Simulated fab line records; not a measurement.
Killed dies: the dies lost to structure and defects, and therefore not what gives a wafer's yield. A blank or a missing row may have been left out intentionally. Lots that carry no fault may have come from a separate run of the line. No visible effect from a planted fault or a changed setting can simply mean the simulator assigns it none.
Chamber matching / flow nand-harc / NHARC_A_CHANNEL_FILL_D1_ETCHBACK_19 on rie-si-02 has 4 sister chambers
The step etches the open film in HBr/Cl2, target depth 5 nm, time 1.7 s. 20 wafers are shown with their chamber, then 10 later ones without.

## WAFERS WITH THEIR CHAMBER
wafer=L077.2; chamber=2; drypump-motor-current-A (A)=5.2; oes-product-au (a.u.)=0.981; throttle-valve-pct (%)=26.383
wafer=L077.4; chamber=3; drypump-motor-current-A (A)=5.5; oes-product-au (a.u.)=0.995; throttle-valve-pct (%)=26.393
wafer=L077.6; chamber=3; drypump-motor-current-A (A)=5.6; oes-product-au (a.u.)=0.998; throttle-valve-pct (%)=26.407
wafer=L079.1; chamber=1; drypump-motor-current-A (A)=5.4; oes-product-au (a.u.)=0.986; throttle-valve-pct (%)=26.412
wafer=L079.2; chamber=3; drypump-motor-current-A (A)=5.6; oes-product-au (a.u.)=0.992; throttle-valve-pct (%)=26.405
wafer=L079.3; chamber=2; drypump-motor-current-A (A)=5.3; oes-product-au (a.u.)=0.974; throttle-valve-pct (%)=26.398
wafer=L080.1; chamber=2; drypump-motor-current-A (A)=5.3; oes-product-au (a.u.)=0.984; throttle-valve-pct (%)=26.410
wafer=L080.3; chamber=0; drypump-motor-current-A (A)=5.5; oes-product-au (a.u.)=1.005; throttle-valve-pct (%)=26.411
wafer=L080.5; chamber=3; drypump-motor-current-A (A)=5.6; oes-product-au (a.u.)=0.984; throttle-valve-pct (%)=26.406
wafer=L084.1; chamber=2; drypump-motor-current-A (A)=5.2; oes-product-au (a.u.)=0.986; throttle-valve-pct (%)=26.403
wafer=L084.3; chamber=1; drypump-motor-current-A (A)=5.4; oes-product-au (a.u.)=0.987; throttle-valve-pct (%)=26.404
wafer=L084.6; chamber=0; drypump-motor-current-A (A)=5.5; oes-product-au (a.u.)=1.012; throttle-valve-pct (%)=26.397
wafer=L085.1; chamber=0; drypump-motor-current-A (A)=5.5; oes-product-au (a.u.)=1.017; throttle-valve-pct (%)=26.391
wafer=L085.2; chamber=2; drypump-motor-current-A (A)=5.3; oes-product-au (a.u.)=0.994; throttle-valve-pct (%)=26.407
wafer=L085.4; chamber=3; drypump-motor-current-A (A)=5.5; oes-product-au (a.u.)=1.010; throttle-valve-pct (%)=26.413
wafer=L088.1; chamber=2; drypump-motor-current-A (A)=5.2; oes-product-au (a.u.)=1.002; throttle-valve-pct (%)=26.404
wafer=L088.2; chamber=3; drypump-motor-current-A (A)=5.6; oes-product-au (a.u.)=1.002; throttle-valve-pct (%)=26.409
wafer=L088.5; chamber=1; drypump-motor-current-A (A)=5.4; oes-product-au (a.u.)=0.993; throttle-valve-pct (%)=26.397
wafer=L089.1; chamber=1; drypump-motor-current-A (A)=5.4; oes-product-au (a.u.)=0.995; throttle-valve-pct (%)=26.418
wafer=L089.3; chamber=2; drypump-motor-current-A (A)=5.2; oes-product-au (a.u.)=0.998; throttle-valve-pct (%)=26.390

SIGNATURES, as means of the wafers listed above
reading=drypump-motor-current-A; chamber 0=5.500; chamber 1=5.400; chamber 2=5.243; chamber 3=5.567; scatter within a chamber=0.0436
reading=oes-product-au; chamber 0=1.01133; chamber 1=0.99025; chamber 2=0.98843; chamber 3=0.99683; scatter within a chamber=0.00837
reading=throttle-valve-pct; chamber 0=26.39967; chamber 1=26.40775; chamber 2=26.39929; chamber 3=26.40550; scatter within a chamber=0.00885
Rule: a wafer lies at a distance from a chamber equal to the root of the sum of squares, over the readings, of (its reading less the chamber's mean, divided by the reading's scatter). If the next closest chamber is less than 2 further off than the closest, the wafer can't be placed; otherwise it belongs to the closest. The scatter is the square root of a quotient: the sum, over the shown wafers, of each reading's squared deviation from its chamber's mean, divided by wafers minus chambers.

## WAFERS MISSING THEIR CHAMBER
wafer=L089.6; drypump-motor-current-A (A)=5.2; oes-product-au (a.u.)=0.994; throttle-valve-pct (%)=26.421
wafer=L091.1; drypump-motor-current-A (A)=5.4; oes-product-au (a.u.)=0.998; throttle-valve-pct (%)=26.410
wafer=L091.2; drypump-motor-current-A (A)=5.2; oes-product-au (a.u.)=0.981; throttle-valve-pct (%)=26.402
wafer=L091.3; drypump-motor-current-A (A)=5.5; oes-product-au (a.u.)=0.993; throttle-valve-pct (%)=26.418
wafer=L092.4; drypump-motor-current-A (A)=5.2; oes-product-au (a.u.)=0.997; throttle-valve-pct (%)=26.406
wafer=L092.5; drypump-motor-current-A (A)=5.5; oes-product-au (a.u.)=1.026; throttle-valve-pct (%)=26.404
wafer=L092.6; drypump-motor-current-A (A)=5.4; oes-product-au (a.u.)=1.006; throttle-valve-pct (%)=26.428
wafer=L094.1; drypump-motor-current-A (A)=5.2; oes-product-au (a.u.)=0.993; throttle-valve-pct (%)=26.405
wafer=L094.3; drypump-motor-current-A (A)=5.5; oes-product-au (a.u.)=1.023; throttle-valve-pct (%)=26.411
wafer=L094.4; drypump-motor-current-A (A)=5.6; oes-product-au (a.u.)=0.995; throttle-valve-pct (%)=26.388

## EACH ONE'S CHAMBER
wafer=L089.6; from the rows above=2; in truth=2
wafer=L091.1; from the rows above=1; in truth=1
wafer=L091.2; from the rows above=2; in truth=2
wafer=L091.3; from the rows above=can't be placed: 3 or 1 or 0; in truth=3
wafer=L092.4; from the rows above=2; in truth=2
wafer=L092.5; from the rows above=can't be placed: 0 or 3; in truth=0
wafer=L092.6; from the rows above=can't be placed: 1 or 0 or 3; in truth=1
wafer=L094.1; from the rows above=2; in truth=2
wafer=L094.3; from the rows above=can't be placed: 0 or 3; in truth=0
wafer=L094.4; from the rows above=can't be placed: 3 or 0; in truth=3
Correct placement for 5 of the 10. Unplaceable from these rows: 5, with the true chamber sitting among the candidates in 5. Wrongly placed: 0.
